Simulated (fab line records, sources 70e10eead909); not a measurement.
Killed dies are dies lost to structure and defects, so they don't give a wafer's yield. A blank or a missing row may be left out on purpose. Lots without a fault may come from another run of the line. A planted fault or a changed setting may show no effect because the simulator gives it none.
Chamber matching | flow nand_harc | NHARC_A_M1_DEP_00 on pecvd-04: 3 sister chambers
The step deposits SiOC, target thk 182.5 nm. 6 wafers are shown with their chamber, then 8 later ones without.

WAFERS WITH THEIR CHAMBER
wafer  | chamber | showerhead_vpp_V (V) | rf_fwd_power_W (W)
L951.3 | 1       | 1470                 | 597.7
L954.2 | 1       | 1448                 | 599.4
L955.2 | 2       | 1372                 | 598.0
L955.3 | 0       | 1550                 | 600.2
L955.4 | 2       | 1378                 | 600.2
L969.2 | 0       | 1484                 | 599.4

WAFERS WITHOUT THEIR CHAMBER
wafer  | showerhead_vpp_V (V) | rf_fwd_power_W (W)
L969.5 | 1407                 | 596.3
L969.6 | 1454                 | 598.5
L967.1 | 1522                 | 594.5
L967.4 | 1448                 | 595.6
L967.6 | 1501                 | 598.4
L970.1 | 1378                 | 597.9
L970.3 | 1491                 | 598.0
L970.4 | 1374                 | 600.1

WHICH CHAMBER EACH WENT THROUGH
wafer  | from the rows above          | in truth
L969.5 | can't be placed: 2 or 1      | 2
L969.6 | 1                            | 1
L967.1 | can't be placed: 1 or 0      | 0
L967.4 | can't be placed: 1 or 2 or 0 | 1
L967.6 | can't be placed: 0 or 1      | 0
L970.1 | can't be placed: 2 or 1      | 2
L970.3 | can't be placed: 1 or 0      | 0
L970.4 | 2                            | 2
Placed correctly: 2 of 8. Can't be placed from these rows: 6 (the true chamber is among the candidates in 6). Placed wrongly: 0.
How it was worked out, from the rows above alone: a wafer's distance from a chamber is the root of the sum, over the readings, of the square of ((its reading less the chamber's mean) divided by the reading's scatter). The wafer belongs to the nearest chamber; if the next one is less than 2 further off, it can't be placed. A chamber's mean is the mean of its shown wafers. The scatter: the root of (the sum of the squares of (reading less its chamber's mean) over the shown wafers, divided by (wafers less chambers)).
